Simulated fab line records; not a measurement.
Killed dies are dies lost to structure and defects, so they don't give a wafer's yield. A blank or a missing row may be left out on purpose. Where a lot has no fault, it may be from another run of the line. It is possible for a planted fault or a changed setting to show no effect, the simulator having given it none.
Matching of chambers + flow n5 finfet + N5_BEOL_M5_PRE_CLEAN_77 on cvd co-02 has 3 sister chambers
The step time 15 s. 6 wafers are shown with their chamber, then 7 later ones without.

== WAFERS PAIRED WITH THEIR CHAMBERS ==
| wafer  | chamber | heater power w (W) |
|--------|---------|--------------------|
| L888.6 | 0       | 93                 |
| L891.1 | 1       | 100                |
| L891.3 | 2       | 77                 |
| L891.4 | 0       | 95                 |
| L883.3 | 2       | 76                 |
| L883.4 | 1       | 98                 |

== WAFERS WHOSE CHAMBER IS MISSING ==
| wafer  | heater power w (W) |
|--------|--------------------|
| L883.6 | 78                 |
| L898.2 | 92                 |
| L898.5 | 94                 |
| L898.6 | 75                 |
| L895.2 | 93                 |
| L895.3 | 74                 |
| L895.6 | 94                 |

== CHAMBER TAKEN BY EACH ==
| wafer  | from the rows above | in truth |
|--------|---------------------|----------|
| L883.6 | 2                   | 2        |
| L898.2 | 0                   | 0        |
| L898.5 | 0                   | 0        |
| L898.6 | 2                   | 2        |
| L895.2 | 0                   | 0        |
| L895.3 | 2                   | 2        |
| L895.6 | 0                   | 0        |
Correct placement for 7 of the 7. Can't be placed from these rows: 0. Number placed wrongly: 0.
How it was worked out, from the rows above alone: a wafer's distance from a chamber is the root of the sum, over the readings, of the square of ((its reading less the chamber's mean) divided by the reading's scatter). If the next closest chamber is less than 2 further off than the closest, the wafer can't be placed; otherwise it belongs to the closest. Each chamber's mean is taken over the wafers shown for it. The scatter is the square root of a quotient: the sum, over the shown wafers, of each reading's squared deviation from its chamber's mean, divided by wafers minus chambers.
